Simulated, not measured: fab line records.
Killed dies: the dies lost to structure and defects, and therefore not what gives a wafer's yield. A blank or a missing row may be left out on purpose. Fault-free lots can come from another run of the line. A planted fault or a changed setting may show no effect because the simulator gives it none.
Split-lot trial | flow n5-finfet | 21 wafers read from 7 lots, route of 1938 steps

ABOUT THE SPLIT
At N5_BEOL_M5_COAT_22 (resist thk 30 nm), the setting spin-rpm was moved away from the recipe's 1500 rpm on 8 of the 21 wafers read, by -10.1% to +4.1%. For the rest of the wafers, this setting stayed at what the recipe calls for.

FROM THE SPLIT TO THE READING: what the file shows between them, 4 steps
- N5_BEOL_M5_EBR_24
- N5_BEOL_M5_SOFTBAKE_23: time 60 s
- N5_BEOL_M5_EXPOSE_25: exposes mask V4, defocus 10 nm
- N5_BEOL_M5_PEB_26: peb time 60 s

THE READING
CAR-EUV_of_BEOL_M5_COAT_22.thk-nm (the simulator's own value, which no gauge read), in nm, at N5_BEOL_M5_DEVELOP_27 (develop time 30 s). No usual value for it is given in the file. Average 29.6 nm, standard deviation 0.15 nm, over the 13 wafers here run with the recipe.

wafer  | tool, chamber at the split | spin-rpm as run, rpm | against the recipe | CAR-EUV_of_BEOL_M5_COAT_22.thk-nm, nm | against lot-mates on the recipe
L078.3 | litho-track-01, 0          | 1422                 | -5.2%              | 30.4                                  | +1.0
L078.5 | litho-track-01, 0          | 1422                 | -5.2%              | 30.4                                  | +1.0
L078.4 | litho-track-01, 0          | 1500                 | recipe             | 29.4                                  | -
L080.1 | litho-track-01, 0          | 1500                 | recipe             | 29.8                                  | -
L080.3 | litho-track-01, 0          | 1500                 | recipe             | 29.8                                  | -
L080.6 | litho-track-01, 0          | 1500                 | recipe             | 29.8                                  | -
L081.1 | litho-track-05, 0          | 1500                 | recipe             | 29.4                                  | -
L081.2 | litho-track-05, 0          | 1387                 | -7.5%              | 30.8                                  | +1.4
L081.3 | litho-track-05, 0          | 1387                 | -7.5%              | 30.8                                  | +1.4
L083.2 | litho-track-02, 0          | 1349                 | -10.1%             | 31.2                                  | +1.8
L083.3 | litho-track-02, 0          | 1500                 | recipe             | 29.4                                  | -
L083.5 | litho-track-02, 0          | 1500                 | recipe             | 29.4                                  | -
L089.2 | litho-track-05, 0          | 1500                 | recipe             | 29.6                                  | -
L089.4 | litho-track-05, 0          | 1500                 | recipe             | 29.6                                  | -
L089.6 | litho-track-05, 0          | 1378                 | -8.1%              | 30.8                                  | +1.2
L090.2 | litho-track-02, 0          | 1390                 | -7.3%              | 30.8                                  | +1.2
L090.3 | litho-track-02, 0          | 1500                 | recipe             | 29.6                                  | -
L090.5 | litho-track-02, 0          | 1500                 | recipe             | 29.6                                  | -
L096.2 | litho-track-02, 0          | 1562                 | +4.1%              | 29.2                                  | -0.4
L096.3 | litho-track-02, 0          | 1500                 | recipe             | 29.6                                  | -
L096.4 | litho-track-02, 0          | 1500                 | recipe             | 29.6                                  | -

THE FIT
A straight line over all 21 wafers: CAR-EUV_of_BEOL_M5_COAT_22.thk-nm changes by -0.153 nm for each +1% of spin-rpm; r = -0.98; the points scatter about the line by 0.14 nm.
The same after taking each lot's own level away (the mean of its wafers on the recipe; 21 wafers): -0.168 nm for each +1%; r = -0.99; scatter 0.095 nm.
Per that fit: largest spin-rpm move, reading shift of 1.7 nm.
The lots' own levels span 29.40 to 29.80 nm, that is 2.7 times the standard deviation above.
So the lot-to-lot level changes the slope little: the two slopes agree.
Check: with one of the wafers moved furthest among these (-10.1%) left out of the fit, the line predicts +1.7 nm for it against its lot-mates. It came out at +1.8 nm against them.

THESE WAFERS: OTHER SPLITS
Before the reading, these wafers also passed through other splits. Each is held against what the fit with the lots' levels taken away leaves over:
other split on the same wafers     | wafers away from the commonest value | r with CAR-EUV_of_BEOL_M5_COAT_22.thk-nm (lot level and that fit taken away)
N5_BEOL_M2_COAT_62 spin-rpm        | 10                                   | -0.12
N5_BEOL_M2_TRENCH_ETCH_37 source-w | 9                                    | +0.32
N5_BEOL_M3_TRENCH_ETCH_37 source-w | 3                                    | -0.42
N5_BEOL_M3_ETCH_41 target-depth-a  | 7                                    | -0.47
N5_BEOL_M4_COAT_22 spin-rpm        | 10                                   | +0.11
N5_BEOL_M4_ALD_98 ald-cycles       | 10                                   | -0.19
N5_BEOL_M5_COAT_71 spin-rpm        | 9                                    | +0.01
N5_BEOL_M5_DESCUM_16 time-s        | 7                                    | +0.02

THE WHOLE CHAIN: every reading that the file lists as answering this split, in the file's order
step                  | what it does      | reading                                                                            | change (the file's fit)               | r (the file's)
N5_BEOL_M5_COAT_22    | resist thk 30 nm  | CAR-EUV_of_BEOL_M5_COAT_22.thk-nm (the simulator's own value, which no gauge read) | -0.156 nm for each +1% of the setting | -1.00
N5_BEOL_M5_DEVELOP_27 | develop time 30 s | CAR-EUV_of_BEOL_M5_COAT_22.thk-nm (the simulator's own value, which no gauge read) | -0.168 nm for each +1% of the setting | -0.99

FILE'S OWN FIT
CAR-EUV_of_BEOL_M5_COAT_22.thk-nm changes by -0.168 nm for each +1% of spin-rpm, r = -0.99.
